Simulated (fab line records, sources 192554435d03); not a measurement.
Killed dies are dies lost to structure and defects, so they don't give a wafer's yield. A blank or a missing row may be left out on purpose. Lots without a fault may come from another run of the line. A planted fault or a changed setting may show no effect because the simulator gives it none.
Split-lot experiment | flow n5_finfet | 7 lots, 21 wafers read, on a route of 1938 steps

THE SPLIT
At N5_SD_EPI_P_ETCH_36 (etches SiARC in CF4, target depth 45.5 nm, time 75.8 s), the setting bias_w was moved away from the recipe's 36 W on 9 of the 21 wafers read, by -17.3% to +15.3%. The other wafers ran this setting at the recipe's value.

The reading is taken at the split's own step.

THE READING
rf_vpp_V, in V, at N5_SD_EPI_P_ETCH_36 (etches SiARC in CF4, target depth 45.5 nm, time 75.8 s). Fault-free wafers of this fab line usually give 184.3 V, standard deviation 1.3 V.

wafer  | tool, chamber at the split | bias_w as run, W | against the recipe | rf_vpp_V, V | against lot-mates on the recipe
L078.1 | rie_diel-01, 3             | 36               | recipe             | 184.8       | -
L078.3 | rie_diel-01, 0             | 37.8             | +5.0%              | 191.8       | +7.0
L078.6 | rie_diel-01, 0             | 37.8             | +5.0%              | 191.8       | +7.0
L079.2 | rie_diel-02, 2             | 36               | recipe             | 183.7       | -
L079.3 | rie_diel-02, 0             | 41.22            | +14.5%             | 202.7       | +19.0
L079.5 | rie_diel-02, 1             | 41.22            | +14.5%             | 200.3       | +16.6
L082.2 | rie_diel-02, 1             | 36               | recipe             | 183.6       | -
L082.3 | rie_diel-02, 3             | 36               | recipe             | 186.4       | -
L082.4 | rie_diel-02, 3             | 36               | recipe             | 185.6       | -
L091.1 | rie_diel-01, 0             | 36               | recipe             | 183.2       | -
L091.2 | rie_diel-01, 2             | 36               | recipe             | 185.0       | -
L091.6 | rie_diel-01, 2             | 36               | recipe             | 184.7       | -
L094.1 | rie_diel-01, 0             | 29.76            | -17.3%             | 163.2       | -20.2
L094.4 | rie_diel-01, 3             | 36               | recipe             | 183.4       | -
L094.5 | rie_diel-01, 0             | 29.76            | -17.3%             | 163.8       | -19.6
L095.1 | rie_diel-03, 2             | 41.49            | +15.3%             | 202.0       | +17.8
L095.2 | rie_diel-03, 0             | 41.49            | +15.3%             | 201.5       | +17.3
L095.6 | rie_diel-03, 0             | 36               | recipe             | 184.2       | -
L097.2 | rie_diel-01, 2             | 36               | recipe             | 185.3       | -
L097.4 | rie_diel-01, 2             | 33.91            | -5.8%              | 178.6       | -6.0
L097.5 | rie_diel-01, 3             | 36               | recipe             | 183.8       | -

THE FIT
A straight line over all 21 wafers: rf_vpp_V changes by +1.18 V for each +1% of bias_w; r = +1.00; the points scatter about the line by 1 V.
The same after taking each lot's own level away (the mean of its wafers on the recipe; 21 wafers): +1.17 V for each +1%; r = +1.00; scatter 0.87 V.
On that fit, the largest move of bias_w shifts the reading by 20 V.
The lots' own levels span 183.40 to 185.20 V, that is 1.4 times the standard deviation above.
So the lot-to-lot level changes the slope little: the two slopes agree.
Check: with one of the wafers moved furthest among these (-17.3%) left out of the fit, the line predicts -20 V for it against its lot-mates. It came out at -20.2 V against them.
Tool readings at the split's step, against how far the setting was moved: rf_vpp_V r = +1.00.

OTHER SPLITS ON THESE WAFERS
These wafers also went through other splits before the reading. Each is held against what the fit with the lots' levels taken away leaves over:
other split on the same wafers        | wafers away from the commonest value | r with rf_vpp_V (lot level and that fit taken away)
N5_WELL_APT_EXPOSE_05 dose_mj         | 8                                    | +0.17
N5_WELL_APT_DEVELOP_07 develop_time_s | 9                                    | +0.12
N5_FIN_SAQP_HM_DEP_72 time_s          | 3                                    | -0.18
N5_FIN_CUT_CUT_ETCH_26 time_s         | 3                                    | -0.31
N5_FIN_CUT_PRECLEAN_35 time_s         | 9                                    | +0.07

THE FILE'S OWN FIT
rf_vpp_V changes by +1.17 V for each +1% of bias_w, r = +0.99.
